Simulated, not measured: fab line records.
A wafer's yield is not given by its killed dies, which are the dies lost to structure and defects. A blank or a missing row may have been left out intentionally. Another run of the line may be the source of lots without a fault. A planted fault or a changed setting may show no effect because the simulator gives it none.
fab line records -- flow n5Finfet
record: lots: 6, wafers: 18, lastDay: 17
route steps=1938 shown GATE_CUT@505 MOL_CONTACT_COAG@517 BEOL_M4@1111 PASSIVATION@1936
lots that met no fault: taken from a fault-free run of the same line
startH: start of the lot's first displayed wafer, in hours after the record's first day -- waitH: time in hours since the lot's previous step -- " same as the row above -- L1.1+2: one row covering several wafers at once -- - no value, or no start given -- * or withheld: withheld -- < > ~ a bound
route shown NAME@n: NAME is a module with steps in the file, n the number in the route of the first one -- usual: mean/standard deviation of fault-free wafers -- same: alike in all rows -- chamber/n: place in a boat -- sites: each site's reading -- _std_site: standard deviation across them -- _edge_site: inner sites' mean taken away from outer sites' mean -- radiusMm: for every site, how far away it sits from the centre of the wafer -- mask NAME#n: copy n -- behind: tool/chamber where the wafer was last shaped -- hold: cause of the lot's hold/its duration in hours/its outcome -- device: which transistor (n, p or np) failed to switch -- end of line: tests run on the same wafers once the route is complete -- a step given without rows: its recipe and nothing more -- killed: count of dies lost to structure and defects at first sort (not the wafer's yield) -- map: shows each die of a wafer: x if killed, . if not, _ if none is there
set.NAME: the run value of the setting; set.NAME@STEP: its run value at that earlier step -- model.NAME: the simulator's own value behind a step, which no gauge read
lots seen at some steps along the route; tables by step, rows by wafer
services: the hour from which a tool's chamber was out of use, counted from the record's first day as startH (under 0 if before that day), plus the number of hours and why
== steps ==
step: N5_GATE_CUT_VAPOR_ETCH_49
recipe: chemistry: BCl3/Cl2, target: TiAlC, mode: isotropic
usual: drypumpMotorCurrentA: 5.5/0.59, oesProductAu: 0.75/0.11
lot.wafer,tool,chamber,startH,waitH,drypumpMotorCurrentA,oesProductAu
L637.2,rieMetal-02,0,108.47,0.0,5.3,0.67
L637.3,rieMetal-02,0,108.47,0.0,5.3,0.67
L637.4,rieMetal-02,1,108.47,0.0,6.4,0.69
L642.1,rieMetal-01,0,140.61,0.0,5.0,0.91
L642.2,rieMetal-01,1,140.61,0.0,5.9,0.67
L642.5,rieMetal-01,1,140.61,0.0,5.9,0.67
L645.2,rieMetal-03,0,159.61,0.0,6.4,0.95
L645.3,rieMetal-03,1,159.61,0.0,4.8,0.80
L645.6,rieMetal-03,0,159.61,0.0,6.4,0.96
L648.2,rieMetal-03,1,175.17,0.0,4.8,0.78
L648.4,rieMetal-03,1,175.17,0.0,4.8,0.79
L648.5,rieMetal-03,0,175.17,0.0,6.4,0.91
L654.2,rieMetal-02,0,209.34,0.0,5.4,0.65
L654.4,rieMetal-02,0,209.34,0.0,5.4,0.65
L654.5,rieMetal-02,1,209.34,0.0,6.4,0.68
L656.3,rieMetal-02,0,221.98,0.0,5.3,0.66
L656.4,rieMetal-02,1,221.98,0.0,6.4,0.67
L656.5,rieMetal-02,1,221.98,0.0,6.4,0.68
step: N5_GATE_CUT_VAPOR_ETCH_51
recipe: chemistry: BCl3/Cl2, target: HfO2, mode: isotropic
usual: drypumpMotorCurrentA: 5.5/0.6, oesProductAu: 0.75/0.11
lot.wafer,tool,chamber,startH,waitH,drypumpMotorCurrentA,oesProductAu
L637.2,rieMetal-02,0,108.50,0.0,5.4,0.67
L637.3,rieMetal-02,0,108.50,0.0,5.4,0.67
L637.4,rieMetal-02,1,108.50,0.0,6.4,0.69
L642.1,rieMetal-01,0,140.64,0.0,5.0,0.91
L642.2,rieMetal-01,1,140.64,0.0,5.9,0.68
L642.5,rieMetal-01,1,140.64,0.0,5.9,0.68
L645.2,rieMetal-03,0,159.64,0.0,6.4,0.96
L645.3,rieMetal-03,1,159.64,0.0,4.8,0.80
L645.6,rieMetal-03,0,159.64,0.0,6.5,0.95
L648.2,rieMetal-03,1,175.20,0.0,4.8,0.80
L648.4,rieMetal-03,1,175.20,0.0,4.8,0.79
L648.5,rieMetal-03,0,175.20,0.0,6.5,0.93
L654.2,rieMetal-02,0,209.37,0.0,5.4,0.65
L654.4,rieMetal-02,0,209.37,0.0,5.4,0.65
L654.5,rieMetal-02,1,209.37,0.0,6.4,0.68
L656.3,rieMetal-02,0,222.01,0.0,5.4,0.65
L656.4,rieMetal-02,1,222.01,0.0,6.4,0.67
L656.5,rieMetal-02,1,222.01,0.0,6.4,0.66
step: N5_GATE_CUT_STRIP_21
recipe: chemistry: N2/H2, timeS: 30, powerW: 1000, tempC: 250, pressureMtorr: withheld, n2FlowSccm: 1750, h2FlowSccm: 3250
step: N5_GATE_CUT_STRIP_29
recipe: chemistry: postEtchResidueRemover, timeS: 60, tempC: 25, removerPh: withheld, removerWaterWtPct: withheld, removerFluorideWtPct: withheld
step: N5_GATE_CUT_SRD_52
recipe: dry: ipaMarangoni, timeS: 30, tempC: 23, rinseLiquid: diw
step: N5_GATE_CUT_ALD_22
recipe: material: SiNx, targetThkA: 160, tempC: 400, aldPrecursorFamily: SiH2I2, aldCoReactant: N2/H2-plasma, pulseTimeS: 1, aldCycles: 320, purgeTimeS: 2, coReactantPurgeTimeS: 2, pressureTorr: 2
usual: heaterPowerW: 865/60, precursorPulseHeightRel: 1.001/0.019, susceptorTempC: 400.01/0.22
same: purgeTimeS: 2
lot.wafer,tool,chamber,startH,waitH,heaterPowerW,precursorPulseHeightRel,sinceWetCleanH,susceptorTempC
L637.2,aldSin-02,1,108.75,0.0,937,0.973,207,399.80
L637.3,aldSin-02,3,108.75,0.0,917,0.990,207,399.90
L637.4,aldSin-02,0,108.75,0.0,857,0.990,207,400.09
L642.1,aldSin-04,1,140.98,0.2,765,1.034,134,400.24
L642.2,aldSin-04,3,140.98,0.2,876,1.005,134,399.96
L642.5,aldSin-04,0,140.98,0.2,917,1.033,-,400.23
L645.2,aldSin-02,0,159.85,0.0,862,1.041,258,400.13
L645.3,aldSin-02,1,159.85,0.0,935,0.990,258,400.16
L645.6,aldSin-02,0,159.85,0.0,902,1.020,-,400.34
L648.2,aldSin-02,3,175.41,0.0,892,0.989,274,400.02
L648.4,aldSin-02,0,175.41,0.0,879,1.009,274,400.16
L648.5,aldSin-02,0,175.41,0.0,882,1.010,-,400.01
L654.2,aldSin-04,1,209.57,0.0,794,1.033,202,400.56
L654.4,aldSin-04,3,209.57,0.0,885,0.983,202,400.10
L654.5,aldSin-04,1,209.57,0.0,768,1.004,-,400.06
L656.3,aldSin-01,1,222.20,0.0,907,0.972,123,399.99
L656.4,aldSin-01,3,222.20,0.0,941,1.013,123,400.11
L656.5,aldSin-01,3,222.20,0.0,942,0.996,-,399.94
step: N5_GATE_CUT_CMP_23
recipe: stopOn: SiO2, tOverpolishS: 23.4, postCmpClean: alkalineBrush, downForcePsi: 2.5, platenRpm: 51.8, padVelocityMS: 1.0307, targetThkNm: 16
usual: motorCurrentA: 9.1/0.96, overpolishRunS: 23.400/0.0093, retainingRingPressureFrac: 1.000/0.0049, timeToEndpointS: 19.4/2.5
lot.wafer,tool,chamber,startH,waitH,motorCurrentA,overpolishRunS,retainingRingPressureFrac,timeToEndpointS
L637.3,cmp-04,2,110.24,0.8,8.4,23.396,1.008,20.5
L637.2,cmp-04,3,110.24,0.8,9.2,23.395,1.008,17.3
L637.4,cmp-04,0,110.24,0.8,8.9,23.399,1.000,20.2
L642.1,cmp-02,3,142.47,0.8,10.1,23.391,0.988,18.8
L642.2,cmp-02,0,142.47,0.8,9.0,23.395,0.993,20.8
L642.5,cmp-02,0,142.47,0.8,9.0,23.409,1.002,19.6
L645.3,cmp-03,2,161.60,1.0,7.5,23.417,1.007,17.6
L645.2,cmp-03,3,161.60,1.0,9.3,23.391,0.995,19.3
L645.6,cmp-03,0,161.60,1.0,9.7,23.418,0.999,17.2
L648.4,cmp-02,2,176.98,0.8,8.3,23.392,0.999,20.6
L648.2,cmp-02,3,176.98,0.8,9.3,23.402,1.003,17.0
L648.5,cmp-02,1,176.98,0.8,7.2,23.405,0.992,20.8
L654.2,cmp-04,0,211.06,0.8,8.9,23.390,1.008,23.8
L654.4,cmp-04,2,211.06,0.8,8.9,23.407,1.003,24.9
L654.5,cmp-04,1,211.06,0.8,11.1,23.394,0.998,25.6
L656.4,cmp-03,2,223.69,0.8,7.6,23.399,0.996,21.5
L656.3,cmp-03,0,223.69,0.8,10.3,23.413,1.001,19.0
L656.5,cmp-03,3,223.69,0.8,9.1,23.388,0.996,18.7
step: N5_GATE_CUT_THK_MEAS_24
recipe: reads: SiO2_of_GATE_CUT_HM_DEP_46+SiO2_flowable_of_ILD0_FCVD_FILL_01
usual: GC_FILL_THK: 219.5/2.1
lot.wafer,tool,chamber,startH,waitH,GC_FILL_THK[nm]
L637.2,filmMetro-02,-,110.54,-,220.9
L637.3,filmMetro-02,-,110.54,-,219.8
L637.4,filmMetro-02,-,110.54,-,222.1
L642.1,filmMetro-02,-,142.77,-,216.9
L642.2,filmMetro-02,-,142.77,-,216.4
L642.5,filmMetro-02,-,142.77,-,219.8
L645.2,filmMetro-01,-,161.82,-,215.6
L645.3,filmMetro-01,-,161.82,-,216.4
L645.6,filmMetro-01,-,161.82,-,217.3
L648.2,filmMetro-02,-,177.20,-,217.2
L648.4,filmMetro-02,-,177.20,-,220.8
L648.5,filmMetro-02,-,177.20,-,220.0
L654.2,filmMetro-02,-,211.50,-,218.6
L654.4,filmMetro-02,-,211.50,-,222.0
L654.5,filmMetro-02,-,211.50,-,221.9
L656.3,filmMetro-02,-,223.99,-,218.4
L656.4,filmMetro-02,-,223.99,-,218.9
L656.5,filmMetro-02,-,223.99,-,218.0
step: N5_GATE_CUT_CMP_43
recipe: material: SiO2, postCmpClean: rinseOnly
step: N5_GATE_CUT_CMP_61
recipe: stopOn: SiNx, tOverpolishS: 3, postCmpClean: alkalineBrush, downForcePsi: 4, platenRpm: 27.09, padVelocityMS: 0.539
usual: motorCurrentA: 12.0/1.5, retainingRingPressureFrac: 1.001/0.0047
lot.wafer,tool,chamber,startH,waitH,motorCurrentA,retainingRingPressureFrac
L637.2,cmp-04,0,111.05,0.4,12.2,0.998
L637.3,cmp-04,1,111.05,0.4,15.1,0.997
L637.4,cmp-04,3,111.05,0.4,12.4,1.000
L642.1,cmp-03,0,143.28,0.4,13.0,1.005
L642.2,cmp-03,3,143.28,0.4,12.2,1.007
L642.5,cmp-03,1,143.28,0.4,12.6,0.994
L645.2,cmp-03,3,162.68,0.4,11.6,1.010
L645.3,cmp-03,0,162.68,0.4,13.8,1.000
L645.6,cmp-03,3,162.68,0.4,12.1,1.003
L648.2,cmp-03,1,177.71,0.4,12.9,0.997
L648.4,cmp-03,0,177.71,0.4,12.9,1.001
L648.5,cmp-03,2,177.71,0.4,9.8,0.996
L654.2,cmp-03,1,212.01,0.4,12.3,1.002
L654.4,cmp-03,2,212.01,0.4,10.3,1.001
L654.5,cmp-03,1,212.01,0.4,13.0,0.997
L656.3,cmp-03,2,224.49,0.4,10.4,0.997
L656.4,cmp-03,1,224.49,0.4,12.8,1.002
L656.5,cmp-03,3,224.49,0.4,11.9,1.006
step: N5_GATE_CUT_INSPECT_26
recipe: inspectInstrument: darkfield, mode: postCmp
usual: rawDefectCount: 38/16
lot.wafer,tool,chamber,startH,waitH,rawDefectCount
L637.2,defectInspect-02,-,111.28,0.0,50
L637.3,defectInspect-02,-,111.28,0.0,31
L637.4,defectInspect-02,-,111.28,0.0,62
L642.1,defectInspect-02,-,143.51,0.0,43
L642.2,defectInspect-02,-,143.51,0.0,69
L642.5,defectInspect-02,-,143.51,0.0,132
L645.2,defectInspect-01,-,162.91,0.0,36
L645.3,defectInspect-01,-,162.91,0.0,25
L645.6,defectInspect-01,-,162.91,0.0,24
L648.2,defectInspect-01,-,177.94,0.0,52
L648.4,defectInspect-01,-,177.94,0.0,26
L648.5,defectInspect-01,-,177.94,0.0,24
L654.2,defectInspect-01,-,212.24,0.0,24
L654.4,defectInspect-01,-,212.24,0.0,19
L654.5,defectInspect-01,-,212.24,0.0,39
L656.3,defectInspect-02,-,224.73,0.0,18
L656.4,defectInspect-02,-,224.73,0.0,17
L656.5,defectInspect-02,-,224.73,0.0,21
step: N5_MOL_CONTACT_COAG_COAT_103
recipe: resist: SOC, tempC: 250, timeS: 60, spinRpm: 1500, resistThkNm: 80
usual: exhaustPa: 45.1/0.93, heaterPowerTotalW: 500.2/1.9, plateTempC: 249.98/0.18
lot.wafer,tool,chamber,startH,waitH,exhaustPa,heaterPowerTotalW,plateTempC
L637.2,lithoTrack-03,0,111.31,0.0,46.4,500.2,250.27
L637.3,lithoTrack-03,0,111.31,0.0,46.1,499.9,250.29
L637.4,lithoTrack-03,0,111.31,0.0,44.0,497.8,250.14
L642.1,lithoTrack-01,0,143.54,0.0,47.1,499.9,249.84
L642.2,lithoTrack-01,0,143.54,0.0,46.3,498.5,249.70
L642.5,lithoTrack-01,0,143.54,0.0,46.9,501.3,249.70
L645.2,lithoTrack-01,0,162.94,0.0,44.9,496.1,247.35
L645.3,lithoTrack-01,0,162.94,0.0,43.4,495.2,247.20
L645.6,lithoTrack-01,0,162.94,0.0,45.4,491.2,247.25
L648.2,lithoTrack-01,0,177.97,0.0,46.3,495.5,246.93
L648.4,lithoTrack-01,0,177.97,0.0,45.7,492.6,247.11
L648.5,lithoTrack-01,0,177.97,0.0,45.6,491.5,247.19
L654.2,lithoTrack-04,0,212.27,0.0,46.4,497.3,250.06
L654.4,lithoTrack-04,0,212.27,0.0,44.2,499.6,250.13
L654.5,lithoTrack-04,0,212.27,0.0,44.4,498.1,250.19
L656.3,lithoTrack-04,0,224.76,0.0,43.6,499.3,250.12
L656.4,lithoTrack-04,0,224.76,0.0,44.2,503.2,250.04
L656.5,lithoTrack-04,0,224.76,0.0,44.5,500.5,250.19
step: N5_MOL_CONTACT_COAG_COAT_104
recipe: resist: SiARC, tempC: 220, timeS: 60, spinRpm: 1500, resistThkNm: 12
step: N5_BEOL_M4_RC_MEAS_101
usual: DIBL_N: 36.3/1.7, DIBL_P: 36.3/2.2, IOFF_N: 0.16/0.034, IOFF_P: 0.21/0.038, ION_N: 673/13, ION_P: 461/8.3, SS_N: 71.5/0.55, SS_P: 73.3/0.67, VT_N: 250/3.4, VT_P: -251/3.5
lot.wafer,tool,chamber,startH,waitH,DIBL_N[mV/V],DIBL_P[mV/V],IOFF_N[nA/um],IOFF_P[nA/um],ION_N[uA/um],ION_P[uA/um],SS_N[mV/dec],SS_P[mV/dec],VT_N[mV],VT_P[mV]
L637.2,prober-01,0,193.66,0.2,34.7,37.1,0.19,0.21,706,471,71.4,72.9,243,-251
L637.3,prober-01,0,193.66,0.2,37.4,39.9,0.22,0.24,691,471,71.9,73.9,242,-248
L637.4,prober-01,0,193.66,0.2,36.5,38.2,0.20,0.21,671,452,72.1,73.6,245,-250
L642.1,prober-01,0,213.31,0.0,36.6,36.1,0.16,0.25,689,476,71.6,73.4,252,-247
L642.2,prober-01,0,213.31,0.0,37.3,36.6,0.18,0.24,680,474,72.1,73.7,245,-247
L642.5,prober-01,0,213.31,0.0,36.4,35.5,0.16,0.24,687,476,72.0,73.6,247,-245
L645.2,prober-02,0,242.72,0.2,35.8,37.1,0.17,0.23,670,465,71.5,73.5,247,-246
L645.3,prober-02,0,242.72,0.2,32.5,32.5,0.11,0.16,657,456,70.8,71.8,254,-252
L645.6,prober-02,0,242.72,0.2,38.0,38.3,0.20,0.25,670,457,72.2,73.3,247,-249
L648.2,prober-01,0,266.61,0.2,36.4,36.4,0.16,0.19,684,465,71.6,74.1,250,-254
L648.4,prober-01,0,266.61,0.2,35.2,35.3,0.14,0.18,669,453,71.3,73.6,254,-256
L648.5,prober-01,0,266.61,0.2,34.2,33.2,0.12,0.15,660,453,70.8,73.0,254,-258
L654.2,prober-01,0,290.41,0.2,37.0,37.6,0.17,0.24,679,472,70.7,73.2,247,-247
L654.4,prober-01,0,290.41,0.2,36.1,34.8,0.14,0.20,674,468,70.3,73.0,251,-249
L654.5,prober-01,0,290.41,0.2,39.0,39.2,0.19,0.29,692,484,71.8,73.2,250,-244
L656.3,prober-02,0,297.27,0.3,36.1,36.6,0.15,0.19,679,466,71.0,73.1,251,-254
L656.4,prober-02,0,297.27,0.3,38.2,39.3,0.19,0.23,681,462,71.0,73.7,249,-252
L656.5,prober-02,0,297.27,0.3,35.2,33.9,0.13,0.16,653,449,71.6,73.1,252,-255
step: N5_PASSIVATION_PROBE_49
usual: defectLimitedYield: 91.4/1.6, killed_at_M0_to_M3: 34/10, killed_at_M4_up: 12/4.8, killedAtContacts: 11/6.2, killedAtFrontEnd: 39/13, killedAtOther: 4/3.1, killedDies: 101/19, killedOpen: 67/14, killedShort: 32/8.3, sort_bin_5_function: 5.0/1, sort_bin_6_memory: 3.2/0.76, sortNPass: 1079/19, sortYieldPct: 91.4/1.6
same: grossDies: 1180, killedAtBackSide: 0, sort_bin_4_leakage[%]: 0, sort_bin_8_speed[%]: 0
lot.wafer,tool,chamber,startH,waitH,defectLimitedYield[%],killed_at_M0_to_M3,killed_at_M4_up,killedAtContacts,killedAtFrontEnd,killedAtOther,killedDies,killedOpen,killedShort,sort_bin_5_function[%],sort_bin_6_memory[%],sortNPass,sortYieldPct[%]
L637.2,prober-02,-,288.29,0.1,90.3,29,9,8,63,5,114,88,24,6.4,2.8,1066,90.3
L637.3,prober-02,-,288.34,0.1,92.2,25,8,10,39,10,92,55,34,4.5,3.0,1088,92.2
L637.4,prober-02,-,288.39,0.2,91.2,29,12,15,46,2,104,74,30,5.0,3.4,1076,91.2
L642.1,prober-02,-,318.97,0.0,93.5,32,6,7,25,7,77,59,18,4.2,2.3,1103,93.5
L642.2,prober-02,-,319.02,0.1,93.6,26,7,3,32,8,76,58,18,3.6,2.7,1104,93.6
L642.5,prober-02,-,319.17,0.2,92.1,45,7,11,24,6,93,59,34,4.2,3.3,1087,92.1
L645.2,prober-02,-,344.47,0.1,93.1,21,8,9,40,3,81,59,19,3.5,3.0,1099,93.1
L645.3,prober-02,-,344.52,0.1,93.0,29,14,3,30,7,83,54,28,4.1,2.7,1097,93.0
L645.6,prober-02,-,344.67,0.3,93.4,15,19,5,33,6,78,48,26,4.0,2.4,1102,93.4
L648.2,prober-02,-,360.13,0.1,93.1,31,4,5,42,0,82,51,30,5.2,1.5,1098,93.1
L648.4,prober-02,-,360.23,0.2,90.1,40,14,8,53,2,117,77,39,6.1,3.7,1063,90.1
L648.5,prober-02,-,360.28,0.2,89.6,39,16,14,53,1,123,86,37,5.8,4.4,1057,89.6
L654.2,prober-01,-,398.48,0.1,91.0,27,18,23,33,5,106,72,34,5.2,3.6,1074,91.0
L654.4,prober-01,-,398.58,0.2,91.3,39,11,13,36,4,103,66,36,4.8,3.6,1077,91.3
L654.5,prober-01,-,398.63,0.2,90.5,29,15,9,50,9,112,68,43,5.1,4.0,1068,90.5
L656.3,prober-01,-,402.53,0.1,90.8,45,13,5,38,8,109,69,40,4.7,4.2,1071,90.8
L656.4,prober-01,-,402.58,0.2,90.9,42,9,8,45,3,107,77,27,5.2,3.6,1073,90.9
L656.5,prober-01,-,402.63,0.2,91.6,39,6,10,42,2,99,57,41,5.8,2.4,1081,91.6
killed by level:class
L637.2 STI_FIN_REVEAL:geometricParticle:open=18 FIN_SAQP:geometricParticle:open=14 BEOL_M1:geometricParticle:open=10 MOL_CONTACT_COAG:geometricParticle:open=7 BEOL_M0_SAQP:geometricParticle:open=6 BEOL_M3:geometricParticle:open=6 BEOL_M6:geometricParticle:open=6 FIN_SAQP:geometricParticle:short=5
L637.3 FIN_SAQP:geometricParticle:open=9 MOL_CONTACT_COAG:geometricParticle:open=8 BEOL_M0_SAQP:geometricParticle:open=7 GATE_CUT:geometricParticle:short=6 BEOL_M2:geometricParticle:open=6 FIN_SAQP:geometricParticle:short=5 STI_FIN_REVEAL:geometricParticle:open=4 GATE_CUT:geometricParticle:open=4
L637.4 MOL_CONTACT_COAG:geometricParticle:open=13 STI_FIN_REVEAL:geometricParticle:open=11 BEOL_M0_SAQP:geometricParticle:open=7 FIN_SAQP:geometricParticle:open=6 GATE_CUT:geometricParticle:short=6 STI_FIN_REVEAL:geometricParticle:short=5 DUMMY_GATE:geometricParticle:open=4 BEOL_M2:geometricParticle:open=4
L642.1 BEOL_M2:geometricParticle:open=7 MOL_CONTACT_COAG:geometricParticle:open=6 BEOL_M3:geometricParticle:open=6 STI_FIN_REVEAL:geometricParticle:open=5 BEOL_M0:geometricParticle:open=5 GATE_CUT:geometricParticle:open=4 STARTING-WAFER:geometricParticle:open=4 ILD0:geometricParticle:open=3
L642.2 STI_FIN_REVEAL:geometricParticle:open=8 BEOL_M1:geometricParticle:open=7 PAD_METAL:geometricParticle:open=7 FIN_SAQP:geometricParticle:open=5 BEOL_M1:geometricParticle:short=5 BEOL_M3:geometricParticle:open=5 BEOL_M0_SAQP:geometricParticle:open=3 MOL_CONTACT_COAG:geometricParticle:open=3
L642.5 BEOL_M0:geometricParticle:open=8 BEOL_M1:geometricParticle:open=8 MOL_CONTACT_COAG:geometricParticle:open=7 BEOL_M1:geometricParticle:short=6 BEOL_M2:geometricParticle:open=6 BEOL_M3:geometricParticle:open=5 FIN_SAQP:geometricParticle:short=4 MOL_CONTACT_COAG:geometricParticle:short=4
L645.2 FIN_SAQP:geometricParticle:open=11 STI_FIN_REVEAL:geometricParticle:open=11 BEOL_M1:geometricParticle:open=8 MOL_CONTACT_COAG:geometricParticle:open=5 BEOL_M2:geometricParticle:open=5 FIN_SAQP:geometricParticle:short=4 MOL_CONTACT_COAG:geometricParticle:short=4 GATE_CUT:geometricParticle:short=3
L645.3 STI_FIN_REVEAL:geometricParticle:open=8 BEOL_M0_SAQP:geometricParticle:open=8 FIN_SAQP:geometricParticle:open=5 BEOL_M0_SAQP:geometricParticle:short=5 BEOL_M1:geometricParticle:open=5 BEOL_M3:geometricParticle:open=5 BEOL_M4:geometricParticle:open=5 BEOL_M2:geometricParticle:open=4
L645.6 STI_FIN_REVEAL:geometricParticle:open=7 GATE_CUT:geometricParticle:short=7 BEOL_M4:geometricParticle:open=7 MOL_CONTACT_COAG:geometricParticle:open=4 BEOL_M1:geometricParticle:open=4 STARTING-WAFER:geometricParticle:open=4 FIN_SAQP:geometricParticle:short=3 FIN_SAQP:geometricParticle:open=3
L648.2 FIN_SAQP:geometricParticle:open=11 BEOL_M3:geometricParticle:open=9 FIN_SAQP:geometricParticle:short=8 BEOL_M2:geometricParticle:open=7 STI_FIN_REVEAL:geometricParticle:open=5 BEOL_M0_SAQP:geometricParticle:short=5 BEOL_M1:geometricParticle:open=4 STARTING-WAFER:geometricParticle:short=4
L648.4 FIN_SAQP:geometricParticle:open=24 FIN_SAQP:geometricParticle:short=16 BEOL_M0_SAQP:geometricParticle:open=14 BEOL_M0_SAQP:geometricParticle:short=9 MOL_CONTACT_COAG:geometricParticle:open=6 BEOL_M1:geometricParticle:open=5 BEOL_M3:geometricParticle:open=5 BEOL_M4:geometricParticle:open=4
L648.5 FIN_SAQP:geometricParticle:open=23 FIN_SAQP:geometricParticle:short=14 MOL_CONTACT_COAG:geometricParticle:open=12 BEOL_M5:geometricParticle:open=9 BEOL_M0_SAQP:geometricParticle:short=8 BEOL_M3:geometricParticle:open=8 STI_FIN_REVEAL:geometricParticle:open=7 BEOL_M1:geometricParticle:open=7
L654.2 MOL_CONTACT_COAG:geometricParticle:open=21 FIN_SAQP:geometricParticle:open=11 BEOL_M0_SAQP:geometricParticle:open=6 BEOL_M3:geometricParticle:open=6 BEOL_M0_SAQP:geometricParticle:short=5 BEOL_M4:geometricParticle:open=5 STI_FIN_REVEAL:geometricParticle:open=4 GATE_CUT:geometricParticle:short=3
L654.4 STI_FIN_REVEAL:geometricParticle:open=15 MOL_CONTACT_COAG:geometricParticle:open=11 BEOL_M0_SAQP:geometricParticle:open=10 BEOL_M0_SAQP:geometricParticle:short=7 BEOL_M3:geometricParticle:open=7 FIN_SAQP:geometricParticle:short=6 BEOL_M1:geometricParticle:open=4 BEOL_M4:geometricParticle:open=4
L654.5 BEOL_M3:geometricParticle:open=10 FIN_SAQP:geometricParticle:open=9 FIN_SAQP:geometricParticle:short=9 BEOL_M2:geometricParticle:open=7 GATE_CUT:geometricParticle:short=6 STARTING-WAFER:geometricParticle:short=6 MOL_CONTACT_COAG:geometricParticle:open=5 STI_FIN_REVEAL:geometricParticle:open=5
L656.3 BEOL_M1:geometricParticle:open=15 STI_FIN_REVEAL:geometricParticle:open=10 BEOL_M0_SAQP:geometricParticle:short=9 FIN_SAQP:geometricParticle:open=6 BEOL_M0_SAQP:geometricParticle:open=6 FIN_SAQP:geometricParticle:short=5 BEOL_M2:geometricParticle:open=5 BEOL_M4:geometricParticle:open=5
L656.4 STI_FIN_REVEAL:geometricParticle:open=22 BEOL_M1:geometricParticle:open=15 BEOL_M3:geometricParticle:open=8 BEOL_M0_SAQP:geometricParticle:short=7 STARTING-WAFER:geometricParticle:short=6 MOL_CONTACT_COAG:geometricParticle:open=6 BEOL_M0_SAQP:geometricParticle:open=5 BEOL_M4:geometricParticle:open=5
L656.5 BEOL_M0_SAQP:geometricParticle:short=11 MOL_CONTACT_COAG:geometricParticle:open=9 BEOL_M1:geometricParticle:open=9 FIN_SAQP:geometricParticle:short=6 STI_FIN_REVEAL:geometricParticle:open=6 FIN_SAQP:geometricParticle:open=5 STI_FIN_REVEAL:geometricParticle:short=4 DUMMY_GATE:geometricParticle:open=4
== services ==
tool,chamber,startH,hours,kind
aldSin-01,-,85.45,14.0,pm
aldSin-04,3,100.79,3.7,repair
rieMetal-03,0,113.73,-,clean
rieMetal-03,0,113.73,17.1,scheduledDown
rieMetal-03,0,113.73,17.1,ventCycle
rieMetal-02,0,123.85,8.1,repair
aldSin-04,3,125.93,8.6,repair
cmp-04,-,131.63,1.2,repair
cmp-02,-,145.78,18.0,pm
rieMetal-02,-,146.83,42.5,repair
rieMetal-03,-,152.69,1.4,pm
aldSin-01,3,154.64,3.3,repair
cmp-04,-,161.29,6.6,pm
cmp-02,-,165.54,4.0,pm
lithoTrack-01,-,167.90,-,consumableReplace:filter
cmp-02,-,169.54,-,consumableReplace:conditioner
cmp-04,-,172.14,2.8,repair
cmp-03,-,174.24,0.8,repair
cmp-02,-,196.89,0.9,repair
cmp-04,-,198.57,4.0,pm
cmp-04,-,202.57,-,consumableReplace:conditioner
cmp-04,-,202.57,-,consumableReplace:pad
aldSin-01,2,217.35,1.6,repair
aldSin-02,-,223.37,2.1,repair
== key ==
firstSign: step: N5_MOL_CONTACT_COAG_COAT_103, reading: plateTempC, direction: down, sigmas: 16, usual: *, struck: *
effect: step: N5_MOL_CONTACT_COAG_COAT_103, reading: heaterPowerTotalW, direction: down, sigmas: 3.5, usual: *, struck: *
metAt N5_MOL_CONTACT_COAG_COAT_103
struckWafers L645.2,L645.3,L645.6,L648.2,L648.4,L648.5
onsetBetween 143.54 162.94
fault: kind: processParameterDrift, tool: lithoTrack-01, chamber: -, onsetH: 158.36, steps: N5_MOL_CONTACT_COAG_COAT_103, channel: tempC, offset: *, shape: step, endH: 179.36, actsIn: *, stated: *
